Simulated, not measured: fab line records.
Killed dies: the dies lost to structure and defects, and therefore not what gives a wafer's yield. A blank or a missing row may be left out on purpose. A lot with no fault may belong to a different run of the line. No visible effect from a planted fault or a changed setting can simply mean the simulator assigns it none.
fab line records -- flow nandHarc -- part 1 of 2: steps 1 to 4 of 6
record lots=21, wafers=63, lastDay=33
route steps=1302 shown P_ZERO_WELL@18 P_GATE@156 P_CONTACT@236
lots that met no fault: taken from a fault-free run of the same line
startH: hours from the record's first day to the start of the lot's first wafer shown -- waitH: time in hours since the lot's previous step -- " as in the row above -- L1.1+2: several wafers, shown together as one row -- - either no value or no given start -- * or withheld: withheld -- < > ~ a bound
route shown NAME@n: names a module that has steps shown in the file, with the first one's number in the route -- usual: mean/standard deviation taken from wafers without a fault -- same: alike in all rows -- chamber/n: place in a boat -- sites: readings site by site -- _std_site: the standard deviation of these -- _edge_site: the outer-site mean with the inner-site mean subtracted -- radiusMm: how far each site lies from the wafer's centre -- mask NAME#n: copy n -- behind: the tool/chamber that last shaped the wafer -- hold: what put the lot on hold/how long, in hours/how the hold closed -- device: whichever transistor did not switch (one of n, p or np) -- end of line: the same wafers' tests at the end of the route -- a step without rows: its recipe alone -- killed: the dies lost at the first sort to structure and to defects; this is not the yield of the wafer -- map: a wafer's dies, x killed, . not, _ none there
set.NAME: the setting that was run; set.NAME@STEP: the one run at that earlier step -- model.NAME: the simulator's own value behind a step, which no gauge read
the route's steps for a sample of lots (tables are steps, rows are wafers)
services: a tool's chamber out of use, with start hour (startH, from the record's first day; less than 0 if before it), hours out, and reason
## steps
# step NHARC_P_ZERO_WELL_ETCH_62
# recipe targetDepthA=130, timeS=6.5, chf3FlowSccm=50, arFlowSccm=200, rfW=500, biasW=200, chemistry=CHF3/Ar
# usual drypumpMotorCurrentA=5.8/0.44, oesProductAu=0.963/0.019, rfVppV=370.6/2.8, showerheadPlenumPTorr=2.35/0.12, throttleValvePct=20.216/0.0093
lot.wafer,tool,chamber,startH,waitH,drypumpMotorCurrentA,oesProductAu,rfHoursCounterH,rfVppV,showerheadPlenumPTorr,throttleValvePct
L074.3,rieDiel-04,0,-,-,5.5,0.969,2,371.9,2.41,20.219
L074.1,rieDiel-04,1,-,-,6.1,0.988,3,369.3,2.28,20.213
L074.5,rieDiel-04,3,-,-,6.2,0.977,-,367.2,2.19,20.207
L075.2,rieDiel-13,3,-,-,5.9,0.952,14,366.6,2.21,20.200
L075.3,rieDiel-13,0,-,-,5.9,0.981,13,375.0,2.53,20.214
L075.4,rieDiel-13,1,-,-,6.5,0.993,12,367.3,2.19,20.233
L076.1,rieDiel-13,1,-,-,6.5,0.962,17,368.0,2.19,20.221
L076.3,rieDiel-13,2,-,-,5.4,0.967,16,369.4,2.29,20.244
L076.4,rieDiel-13,3,-,-,5.9,0.950,17,367.8,2.20,20.211
L077.2,rieDiel-13,0,-,-,5.9,0.979,23,374.8,2.52,20.222
L077.6,rieDiel-13,2,-,-,5.4,0.956,-,370.0,2.29,20.205
L077.5,rieDiel-13,3,-,-,5.9,0.949,-,367.1,2.20,20.216
L078.2,rieDiel-13,1,-,-,6.5,0.965,23,367.9,2.19,20.209
L078.3,rieDiel-13,2,-,-,5.4,0.964,22,369.5,2.29,20.228
L078.1,rieDiel-13,3,-,-,5.9,0.948,24,367.8,2.20,20.214
L080.4,rieDiel-01,2,-,-,6.5,0.975,12,371.1,2.34,20.220
L080.1,rieDiel-01,0,-,-,5.1,0.966,10,374.8,2.53,20.224
L080.6,rieDiel-01,1,-,-,5.7,0.978,-,372.9,2.45,20.210
L081.1,rieDiel-13,0,-,-,5.9,0.983,32,375.4,2.52,20.205
L081.2,rieDiel-13,3,-,-,5.8,0.967,30,367.5,2.20,20.212
L081.5,rieDiel-13,1,-,-,6.5,0.964,-,366.2,2.19,20.218
L082.3,rieDiel-13,2,-,-,5.4,0.975,30,370.2,2.29,20.225
L082.2,rieDiel-13,0,-,-,5.9,1.003,34,374.4,2.52,20.198
L082.6,rieDiel-13,3,-,-,5.9,0.947,-,368.3,2.20,20.211
L083.4,rieDiel-13,0,-,-,6.0,0.950,39,373.4,2.52,20.218
L083.3,rieDiel-13,1,-,-,6.5,0.961,37,367.0,2.19,20.213
L083.5,rieDiel-13,3,-,-,5.9,0.940,-,367.3,2.20,20.219
L084.1,rieDiel-13,2,-,-,5.4,0.923,38,370.0,2.29,20.225
L084.4,rieDiel-13,3,-,-,5.9,0.926,39,366.1,2.20,20.201
L084.2,rieDiel-13,0,-,-,5.9,0.933,41,374.1,2.52,20.226
L086.1,rieDiel-04,1,-,-,6.1,0.966,41,368.6,2.27,20.221
L086.2,rieDiel-04,3,-,-,6.2,0.983,46,366.4,2.17,20.198
L086.5,rieDiel-04,0,-,-,5.5,0.975,-,372.4,2.40,20.211
L087.3,rieDiel-04,0,-,-,5.5,0.985,44,372.0,2.40,20.198
L087.6,rieDiel-04,3,-,-,6.2,0.975,-,366.5,2.17,20.213
L087.5,rieDiel-04,0,-,-,5.5,0.984,-,371.0,2.40,20.213
L088.1,rieDiel-01,1,-,-,5.7,0.951,37,372.7,2.44,20.221
L088.2,rieDiel-01,2,-,-,6.5,0.985,36,369.9,2.33,20.219
L088.3,rieDiel-01,0,-,-,5.1,0.976,37,374.6,2.52,20.222
L089.1,rieDiel-01,1,-,-,5.7,0.975,41,373.3,2.43,20.213
L089.4,rieDiel-01,3,-,-,5.3,0.962,45,371.5,2.41,20.215
L089.6,rieDiel-01,1,-,-,5.7,0.972,-,373.8,2.43,20.221
L090.1,rieDiel-01,2,-,-,6.5,0.967,45,368.7,2.32,20.221
L090.2,rieDiel-01,3,-,-,5.3,0.962,53,372.0,2.41,20.229
L090.5,rieDiel-01,1,-,-,5.7,0.976,-,374.1,2.43,20.216
L091.2,rieDiel-04,1,-,-,6.1,0.988,1,368.3,2.27,20.225
L091.5,rieDiel-04,2,-,-,5.6,0.972,-,369.4,2.29,20.222
L091.6,rieDiel-04,3,-,-,6.2,0.940,-,374.1,2.53,20.207
L092.3,rieDiel-01,0,-,-,5.1,0.971,57,374.5,2.51,20.225
L092.1,rieDiel-01,3,-,-,5.3,0.965,57,371.3,2.41,20.213
L092.6,rieDiel-01,0,-,-,5.1,0.977,-,374.2,2.51,20.206
L094.1,rieDiel-04,0,-,-,5.6,0.959,9,372.1,2.39,20.217
L094.6,rieDiel-04,0,-,-,5.5,0.958,-,370.7,2.39,20.207
L094.5,rieDiel-04,1,-,-,6.1,0.985,-,368.3,2.26,20.220
L095.2,rieDiel-04,1,-,-,6.1,0.989,12,369.2,2.26,20.209
L095.3,rieDiel-04,3,-,-,6.2,0.947,14,375.5,2.53,20.212
L095.1,rieDiel-04,0,-,-,5.5,0.964,12,371.4,2.39,20.214
L096.4,rieDiel-01,1,-,-,5.7,0.942,6,373.7,2.43,20.211
L096.3,rieDiel-01,2,-,-,6.5,0.964,6,370.9,2.32,20.224
L096.6,rieDiel-01,0,-,-,5.1,0.941,-,374.5,2.51,20.231
L097.1,rieDiel-01,2,-,-,6.6,0.970,9,368.5,2.32,20.206
L097.4,rieDiel-01,0,-,-,5.1,0.977,12,374.2,2.51,20.216
L097.5,rieDiel-01,2,-,-,6.5,0.975,-,371.7,2.32,20.237
# step NHARC_P_ZERO_WELL_DESCUM_54
# recipe timeS=3, o2FlowSccm=200, arFlowSccm=0, biasPowerW=0, chemistry=O2
# usual drypumpMotorCurrentA=5.8/0.45, oesProductAu=1.002/0.012, rfVppV=57.8/0.95, showerheadPlenumPTorr=1.93/0.099, throttleValvePct=11.312/0.0087
lot.wafer,tool,chamber,startH,waitH,drypumpMotorCurrentA,oesProductAu,rfHoursCounterH,rfVppV,showerheadPlenumPTorr,throttleValvePct
L074.1,rieDiel-04,3,25.78,-,6.1,1.002,4,57.5,1.78,11.314
L074.3,rieDiel-04,1,25.78,-,6.1,1.000,4,57.1,1.86,11.305
L074.5,rieDiel-04,3,25.78,-,6.1,0.996,-,56.5,1.78,11.329
L075.2,rieDiel-01,0,35.96,-,5.1,1.011,0,59.0,2.08,11.321
L075.3,rieDiel-01,2,35.96,-,6.5,0.994,0,57.7,1.91,11.319
L075.4,rieDiel-01,0,35.96,-,5.1,1.002,-,59.3,2.08,11.312
L076.4,rieDiel-04,2,46.04,-,5.6,0.989,11,58.9,1.88,11.321
L076.3,rieDiel-04,0,46.04,-,5.5,1.005,13,58.5,1.97,11.303
L076.1,rieDiel-04,1,46.04,-,6.1,1.012,13,57.3,1.86,11.323
L077.2,rieDiel-13,2,56.05,-,5.4,1.000,20,57.0,1.87,11.326
L077.6,rieDiel-13,0,56.05,-,5.9,1.023,-,58.7,2.07,11.317
L077.5,rieDiel-13,1,56.05,-,6.5,1.007,-,57.5,1.78,11.293
L078.2,rieDiel-13,0,65.85,-,5.9,1.015,25,60.0,2.07,11.308
L078.1,rieDiel-13,1,65.85,-,6.5,1.005,23,56.6,1.78,11.310
L078.3,rieDiel-13,2,65.85,-,5.4,1.012,22,56.9,1.87,11.319
L080.4,rieDiel-01,3,85.73,-,5.4,1.001,12,59.5,1.98,11.304
L080.1,rieDiel-01,0,85.73,-,5.1,0.998,11,57.7,2.07,11.309
L080.6,rieDiel-01,2,85.73,-,6.5,1.001,-,58.2,1.91,11.320
L081.1,rieDiel-01,2,95.89,-,6.5,0.992,17,56.9,1.91,11.329
L081.2,rieDiel-01,3,95.89,-,5.3,1.010,20,57.0,1.98,11.323
L081.5,rieDiel-01,2,95.89,-,6.5,0.999,-,58.0,1.91,11.298
L082.2,rieDiel-04,0,105.92,-,5.5,1.004,31,57.8,1.96,11.311
L082.3,rieDiel-04,1,105.92,-,6.1,1.005,29,56.9,1.86,11.320
L082.6,rieDiel-04,3,105.92,-,6.2,1.007,-,56.1,1.77,11.312
L083.3,rieDiel-13,2,115.97,-,5.4,1.013,37,57.1,1.86,11.318
L083.4,rieDiel-13,1,115.97,-,6.5,1.021,39,58.2,1.78,11.292
L083.5,rieDiel-13,3,115.97,-,5.9,0.992,-,57.2,1.79,11.311
L084.2,rieDiel-01,1,125.75,-,5.7,1.002,26,58.7,2.00,11.313
L084.4,rieDiel-01,2,125.75,-,6.5,0.997,27,57.0,1.90,11.311
L084.1,rieDiel-01,3,125.75,-,5.3,1.010,31,58.4,1.97,11.314
L086.1,rieDiel-01,3,145.83,-,5.3,1.009,36,57.1,1.97,11.311
L086.2,rieDiel-01,0,145.83,-,5.1,1.022,31,57.5,2.07,11.313
L086.5,rieDiel-01,0,145.83,-,5.0,0.999,-,59.0,2.07,11.319
L087.3,rieDiel-01,0,155.85,-,5.1,1.016,34,57.0,2.07,11.313
L087.6,rieDiel-01,2,155.85,-,6.5,1.002,-,58.4,1.90,11.304
L087.5,rieDiel-01,0,155.85,-,5.1,1.021,-,58.9,2.06,11.309
L088.1,rieDiel-01,0,165.90,-,5.1,1.015,39,57.5,2.06,11.327
L088.2,rieDiel-01,1,165.90,-,5.6,0.991,38,58.0,1.99,11.301
L088.3,rieDiel-01,2,165.90,-,6.5,1.008,37,58.9,1.90,11.320
L089.4,rieDiel-13,1,175.90,-,6.5,1.002,1,56.6,1.77,11.313
L089.1,rieDiel-13,3,175.90,-,5.8,0.996,1,57.3,1.78,11.322
L089.6,rieDiel-13,1,175.90,-,6.5,1.007,-,57.7,1.77,11.306
L090.1,rieDiel-13,1,186.11,-,6.5,1.005,5,56.4,1.77,11.303
L090.2,rieDiel-13,2,186.11,-,5.4,0.987,5,58.6,1.86,11.309
L090.5,rieDiel-13,2,186.11,-,5.4,0.993,-,56.5,1.86,11.319
L091.2,rieDiel-04,0,196.07,-,5.5,0.980,3,57.6,1.95,11.318
L091.6,rieDiel-04,3,196.07,-,6.2,0.985,-,59.0,2.08,11.302
L091.5,rieDiel-04,0,196.07,-,5.5,0.982,-,58.0,1.95,11.298
L092.1,rieDiel-04,2,206.40,-,5.5,1.002,5,57.3,1.87,11.314
L092.3,rieDiel-04,3,206.40,-,6.2,0.994,5,58.8,2.08,11.311
L092.6,rieDiel-04,0,206.40,-,5.5,0.996,-,57.9,1.95,11.287
L094.1,rieDiel-01,0,225.82,-,5.1,1.019,3,57.8,2.06,11.311
L094.6,rieDiel-01,0,225.82,-,5.1,1.011,-,59.9,2.06,11.305
L094.5,rieDiel-01,1,225.82,-,5.7,1.015,-,56.6,1.99,11.320
L095.1,rieDiel-13,3,235.92,-,5.8,0.998,18,58.2,1.78,11.338
L095.2,rieDiel-13,0,235.92,-,5.9,1.014,21,58.9,2.05,11.322
L095.3,rieDiel-13,1,235.92,-,6.5,1.002,22,58.6,1.77,11.319
L096.3,rieDiel-04,3,245.84,-,6.2,0.983,20,59.1,2.07,11.317
L096.4,rieDiel-04,0,245.84,-,5.5,0.996,18,58.0,1.95,11.320
L096.6,rieDiel-04,3,245.84,-,6.2,0.996,-,58.9,2.07,11.316
L097.4,rieDiel-01,0,257.83,-,5.1,1.000,14,56.8,2.05,11.322
L097.1,rieDiel-01,2,257.83,-,6.5,1.017,14,57.3,1.89,11.304
L097.5,rieDiel-01,3,257.83,-,5.3,0.972,-,58.4,1.96,11.306
# step NHARC_P_GATE_ETCHBACK_37
# recipe targetDepthA=345, timeS=17.2, chf3FlowSccm=50, o2FlowSccm=10, arFlowSccm=200, rfW=500, biasW=200, chemistry=CHF3/O2
# usual drypumpMotorCurrentA=5.8/0.49, oesProductAu=0.940/0.029, rfVppV=370.7/1.7, showerheadPlenumPTorr=2.40/0.066, throttleValvePct=20.573/0.0089
lot.wafer,tool,chamber,startH,waitH,drypumpMotorCurrentA,oesProductAu,rfHoursCounterH,rfVppV,showerheadPlenumPTorr,throttleValvePct
L074.3,rieDiel-03,3,-,-,6.7,0.943,12,374.5,2.52,20.568
L074.1,rieDiel-03,1,-,-,5.0,0.934,10,374.1,2.58,20.568
L074.5,rieDiel-03,0,-,-,4.8,0.943,-,373.3,2.50,20.563
L075.2,rieDiel-05,3,-,-,5.4,0.911,2,372.2,2.39,20.576
L075.3,rieDiel-05,0,-,-,5.5,0.925,2,369.8,2.30,20.574
L075.4,rieDiel-05,0,-,-,5.5,0.927,-,368.5,2.30,20.574
L076.1,rieDiel-05,0,-,-,5.5,0.932,2,368.0,2.30,20.582
L076.4,rieDiel-05,1,-,-,6.3,0.934,2,371.6,2.43,20.576
L076.3,rieDiel-05,3,-,-,5.3,0.915,2,371.8,2.39,20.581
L077.2,rieDiel-05,3,-,-,5.4,0.902,2,370.5,2.39,20.564
L077.5,rieDiel-05,2,-,-,5.7,0.933,-,370.3,2.37,20.570
L077.6,rieDiel-05,3,-,-,5.4,0.909,-,369.4,2.39,20.562
L078.3,rieDiel-03,0,-,-,4.7,0.927,1,372.6,2.50,20.584
L078.1,rieDiel-03,2,-,-,6.3,0.929,1,368.3,2.35,20.571
L078.2,rieDiel-03,3,-,-,6.7,0.939,1,372.6,2.52,20.564
L080.1,rieDiel-05,1,-,-,6.3,0.932,4,370.8,2.42,20.591
L080.4,rieDiel-05,2,-,-,5.7,0.929,3,371.7,2.37,20.561
L080.6,rieDiel-05,2,-,-,5.6,0.928,-,369.3,2.37,20.576
L082.2,rieDiel-03,3,-,-,6.7,1.010,2,372.6,2.51,20.562
L082.3,rieDiel-03,0,-,-,4.8,1.025,2,370.9,2.50,20.565
L082.6,rieDiel-03,2,-,-,6.3,0.997,-,370.2,2.35,20.585
L081.1,rieDiel-08,0,-,-,5.8,0.991,10,370.2,2.35,20.576
L081.2,rieDiel-08,1,-,-,5.7,0.990,9,371.9,2.40,20.570
L081.5,rieDiel-08,0,-,-,5.8,0.988,-,369.0,2.35,20.583
L083.4,rieDiel-05,0,-,-,5.6,0.938,6,366.8,2.30,20.587
L083.3,rieDiel-05,2,-,-,5.7,0.952,6,370.4,2.37,20.573
L083.5,rieDiel-05,1,-,-,6.4,0.921,-,369.3,2.42,20.572
L084.1,rieDiel-08,0,-,-,5.8,0.908,0,369.8,2.35,20.575
L084.4,rieDiel-08,1,-,-,5.6,0.926,0,370.7,2.39,20.587
L084.2,rieDiel-08,2,-,-,5.6,0.918,0,370.4,2.40,20.579
L086.1,rieDiel-05,3,-,-,5.4,0.919,7,370.4,2.39,20.564
L086.2,rieDiel-05,0,-,-,5.5,0.914,8,367.2,2.30,20.590
L086.5,rieDiel-05,3,-,-,5.4,0.917,-,370.1,2.38,20.572
L087.3,rieDiel-03,3,-,-,6.7,0.933,6,374.5,2.51,20.574
L087.6,rieDiel-03,1,-,-,5.0,0.934,-,375.9,2.58,20.576
L087.5,rieDiel-03,2,-,-,6.3,0.920,-,371.1,2.34,20.564
L088.2,rieDiel-05,2,-,-,5.6,0.953,0,370.5,2.37,20.569
L088.1,rieDiel-05,3,-,-,5.4,0.941,0,371.7,2.38,20.578
L088.3,rieDiel-05,1,-,-,6.3,0.939,0,371.1,2.42,20.593
L089.1,rieDiel-08,2,-,-,5.6,0.902,3,370.8,2.40,20.571
L089.4,rieDiel-08,0,-,-,5.8,0.917,2,370.4,2.35,20.589
L089.6,rieDiel-08,2,-,-,5.6,0.916,-,370.8,2.40,20.568
L090.2,rieDiel-03,0,-,-,4.8,0.938,7,373.4,2.50,20.574
L090.1,rieDiel-03,2,-,-,6.3,0.936,7,369.8,2.34,20.587
L090.5,rieDiel-03,0,-,-,4.8,0.949,-,373.1,2.50,20.577
L091.2,rieDiel-08,1,-,-,5.7,0.925,4,371.6,2.39,20.568
L091.6,rieDiel-08,1,-,-,5.7,0.919,-,371.6,2.39,20.584
L091.5,rieDiel-08,2,-,-,5.6,0.918,-,370.3,2.40,20.568
L092.3,rieDiel-08,1,-,-,5.7,0.917,5,370.8,2.39,20.568
L092.1,rieDiel-08,0,-,-,5.8,0.914,5,369.5,2.35,20.578
L092.6,rieDiel-08,1,-,-,5.7,0.937,-,371.4,2.39,20.563
L094.1,rieDiel-03,0,-,-,4.8,0.989,0,374.2,2.50,20.567
L094.5,rieDiel-03,2,-,-,6.3,1.006,-,368.3,2.34,20.574
L094.6,rieDiel-03,3,-,-,6.7,1.009,-,372.1,2.51,20.598
L095.3,rieDiel-05,1,-,-,6.4,0.977,4,371.0,2.42,20.561
L095.1,rieDiel-05,3,-,-,5.3,0.957,4,370.0,2.38,20.582
L095.2,rieDiel-05,0,-,-,5.6,0.952,4,368.6,2.30,20.573
L096.3,rieDiel-08,1,-,-,5.7,0.933,7,369.7,2.39,20.569
L096.4,rieDiel-08,3,-,-,5.9,0.897,6,371.5,2.41,20.568
L096.6,rieDiel-08,1,-,-,5.7,0.923,-,371.0,2.39,20.578
L097.1,rieDiel-08,3,-,-,5.9,0.910,7,371.6,2.41,20.575
L097.4,rieDiel-08,1,-,-,5.7,0.936,8,368.4,2.39,20.569
L097.5,rieDiel-08,3,-,-,5.9,0.921,-,371.3,2.41,20.584
# step NHARC_P_GATE_STRIP_111
# recipe powerW=1500, tempC=110, timeS=250, chemistry=N2/H2
# usual drypumpMotorCurrentA=5.8/0.53, heaterPowerW=92/8.4
lot.wafer,tool,chamber,startH,waitH,drypumpMotorCurrentA,heaterPowerW,rfHoursCounterH
L074.1,plasmaAsher-02,1,105.39,0.2,5.1,96,7
L074.3,plasmaAsher-02,1,105.39,0.2,5.1,94,-
L074.5,plasmaAsher-02,0,105.39,0.2,5.6,80,-
L075.2,plasmaAsher-02,1,120.01,0.2,5.1,96,10
L075.4,plasmaAsher-02,0,120.01,0.2,5.6,78,-
L075.3,plasmaAsher-02,1,120.01,0.2,5.1,94,-
L076.1,plasmaAsher-01,0,129.14,0.2,5.8,90,26
L076.4,plasmaAsher-01,1,129.14,0.2,6.6,100,-
L076.3,plasmaAsher-01,0,129.14,0.2,5.8,90,-
L077.2,plasmaAsher-01,0,141.69,0.2,5.8,89,29
L077.6,plasmaAsher-01,0,141.69,0.2,5.8,89,-
L077.5,plasmaAsher-01,1,141.69,0.2,6.5,102,-
L078.1,plasmaAsher-01,1,149.42,0.2,6.6,101,31
L078.2,plasmaAsher-01,0,149.42,0.2,5.8,93,31
L078.3,plasmaAsher-01,1,149.42,0.2,6.5,105,-
L080.1,plasmaAsher-01,0,163.93,0.2,5.8,89,33
L080.4,plasmaAsher-01,0,163.93,0.2,5.8,91,-
L080.6,plasmaAsher-01,0,163.93,0.2,5.8,88,-
L082.2,plasmaAsher-01,0,186.64,0.2,5.8,93,2
L082.3,plasmaAsher-01,1,186.64,0.2,6.6,102,-
L082.6,plasmaAsher-01,1,186.64,0.2,6.6,105,-
L081.1,plasmaAsher-02,0,186.79,0.2,5.6,79,24
L081.2,plasmaAsher-02,1,186.79,0.2,5.1,97,24
L081.5,plasmaAsher-02,0,186.79,0.2,5.6,79,-
L083.4,plasmaAsher-01,0,202.22,0.2,5.8,94,-
L083.3,plasmaAsher-01,1,202.22,0.2,6.6,100,-
L083.5,plasmaAsher-01,1,202.22,0.2,6.6,104,-
L084.1,plasmaAsher-01,0,212.15,0.2,5.8,90,8
L084.2,plasmaAsher-01,1,212.15,0.2,6.6,104,8
L084.4,plasmaAsher-01,1,212.15,0.2,6.6,106,-
L086.1,plasmaAsher-01,0,226.83,0.2,5.8,95,11
L086.2,plasmaAsher-01,1,226.83,0.2,6.6,102,11
L086.5,plasmaAsher-01,1,226.83,0.2,6.6,105,-
L087.3,plasmaAsher-01,0,254.31,0.2,5.8,90,-
L087.5,plasmaAsher-01,0,254.31,0.2,5.8,94,-
L087.6,plasmaAsher-01,1,254.31,0.2,6.6,102,-
L088.1,plasmaAsher-01,1,257.13,0.4,6.6,105,17
L088.2,plasmaAsher-01,0,257.13,0.4,5.8,91,17
L088.3,plasmaAsher-01,0,257.13,0.4,5.8,94,-
L089.1,plasmaAsher-02,0,260.07,0.2,5.6,81,1
L089.4,plasmaAsher-02,0,260.07,0.2,5.6,81,-
L089.6,plasmaAsher-02,0,260.07,0.2,5.6,80,-
L090.2,plasmaAsher-02,1,269.04,0.2,5.1,95,2
L090.1,plasmaAsher-02,0,269.04,0.2,5.6,80,2
L090.5,plasmaAsher-02,0,269.04,0.2,5.6,82,-
L091.2,plasmaAsher-02,0,281.90,0.2,5.6,82,4
L091.5,plasmaAsher-02,1,281.90,0.2,5.1,94,-
L091.6,plasmaAsher-02,0,281.90,0.2,5.6,80,-
L092.1,plasmaAsher-02,1,293.33,0.2,5.1,96,6
L092.3,plasmaAsher-02,0,293.33,0.2,5.6,81,-
L092.6,plasmaAsher-02,0,293.33,0.2,5.6,81,-
L094.1,plasmaAsher-02,0,308.98,0.2,5.6,81,9
L094.6,plasmaAsher-02,1,308.98,0.2,5.1,96,-
L094.5,plasmaAsher-02,0,308.98,0.2,5.6,81,-
L095.1,plasmaAsher-02,1,320.97,0.2,5.1,94,12
L095.2,plasmaAsher-02,0,320.97,0.2,5.6,81,12
L095.3,plasmaAsher-02,0,320.97,0.2,5.6,81,-
L096.3,plasmaAsher-01,0,328.65,0.2,5.8,92,-
L096.4,plasmaAsher-01,1,328.65,0.2,6.6,103,-
L096.6,plasmaAsher-01,0,328.65,0.2,5.8,92,-
L097.1,plasmaAsher-02,1,341.03,0.2,5.1,97,16
L097.4,plasmaAsher-02,1,341.03,0.2,5.1,98,-
L097.5,plasmaAsher-02,1,341.03,0.2,5.1,98,-
